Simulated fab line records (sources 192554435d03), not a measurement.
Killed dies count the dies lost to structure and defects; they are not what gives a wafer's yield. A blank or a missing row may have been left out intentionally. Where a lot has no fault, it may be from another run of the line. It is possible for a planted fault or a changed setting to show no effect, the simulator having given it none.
Problem report, 8D (eight disciplines) form, completed by code | flow n5Finfet | the parts of the form that need people (team, actions taken, sign-off) are left out

## 1. WHAT WENT WRONG
susceptorTempC at N5_BEOL_M2_ILD_DEP_00 reads a mean of 345.82 C on 2 wafers of 1 lot; wafers without a fault read 350.01 C with a standard deviation of 0.22. That is -19 standard deviations from the usual mean.
The step: deposits SiOC from DEMS/O2, target thk 79 nm, time 15.3 s.
First observed at day 8 13:35: wafer L997.3, on pecvd-04. At this step, 30 wafers from 10 lots have a number in the record. The rule behind "out" and "out of limits": a value lying over 4 standard deviations away from the usual mean. Any other wafer with a number is counted as sound.

## 2. WHAT IT IS, WHAT IT ISN'T
question                    | is               | is not
which readings at this step | susceptorTempC   | heaterPowerOuterW, heaterPowerW, showerheadPlenumPTorr, throttleValvePct
which lots                  | L997             | L104, L107, L109, L111, L112, L991, L992, L994, L996
which wafers of those lots  | L997.3, L997.6   | L997.2
read on which tools         | pecvd-04         | pecvd-01, pecvd-03
when                        | from day 8 13:35 | up to then (13 sound wafers); but 15 sound wafers of L104, L107, L109, L111, L112 came after

## 3. WHAT RULES OUT EACH SUSPECT
Counting: any tool at a process step up to the reading remains a suspect provided it ran every lot that is out. Sound lots after the first of them don't rule it out here, since some wafers of a struck lot are sound.
- pvdSputter-01 at N5_BEOL_M1_ANNEAL_80 (time 240 s): kept. L997, the lot that is out, went through it at day 8 10:46; up to then, the latest sound lot through it was L996 at day 8 08:55.
- pvdSputter-01 at N5_BEOL_M1_SPUTTER_90 (material Cu, target thk 4.5 nm, time 8.29 s): kept. L997, the lot that is out, went through it at day 8 11:34; up to then, the latest sound lot through it was L996 at day 8 09:43.
- pvdSputter-01 at N5_BEOL_M1_ANNEAL_91 (time 240 s): kept. L997, the lot that is out, went through it at day 8 11:38; up to then, the latest sound lot through it was L996 at day 8 09:48.
- pecvd-04 at N5_BEOL_M2_ILD_DEP_00 (deposits SiOC from DEMS/O2, target thk 79 nm, time 15.3 s): kept. L997, the lot that is out, went through it at day 8 13:35; up to then, the latest sound lot through it was L996 at day 8 11:29. On those wafers its own readings are out: susceptorTempC.
- Within pecvd-04 at N5_BEOL_M2_ILD_DEP_00, the wafers that are out were processed in chamber 0 and their sound lot-mates in chamber 2.
Left after counting: pvdSputter-01 at N5_BEOL_M1_ANNEAL_80, pvdSputter-01 at N5_BEOL_M1_SPUTTER_90, pvdSputter-01 at N5_BEOL_M1_ANNEAL_91, pecvd-04 at N5_BEOL_M2_ILD_DEP_00.

## 4. THE CAUSE (what the simulator had put in)
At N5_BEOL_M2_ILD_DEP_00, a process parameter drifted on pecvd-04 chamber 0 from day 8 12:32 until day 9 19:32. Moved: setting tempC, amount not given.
Of the 4 suspects that counting leaves, this tool is one.

## 5. SEQUENCE OF EFFECTS, ordered by route
One row per reading whose mean, taken over the struck wafers that have a number, lies over 3 standard deviations from the usual. Readings are gone through only where the record gives a usual standard deviation; hours: the median, over the lots, of the time from a lot's start at the first step in this table giving one to that lot's start at this step; sigmas: the change measured in usual standard deviations.
hours | step                  | reading        | usual    | on struck wafers | change | sigmas
0     | N5_BEOL_M2_ILD_DEP_00 | susceptorTempC | 350.01 C | 345.82           | -4.19  | -19
Process steps it contains:
- N5_BEOL_M2_ILD_DEP_00: deposits SiOC from DEMS/O2, target thk 79 nm, time 15.3 s.
At these later measuring or inspecting steps, every struck wafer for which the step has a row has a number for every such reading, and none has moved that far: N5_BEOL_M4_RC_MEAS_101.

## 6. WHAT WOULD HAVE CAUGHT IT SOONER
In this record the first reading out of limits was taken at day 8 13:35, 1 hour after the fault began at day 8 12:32.
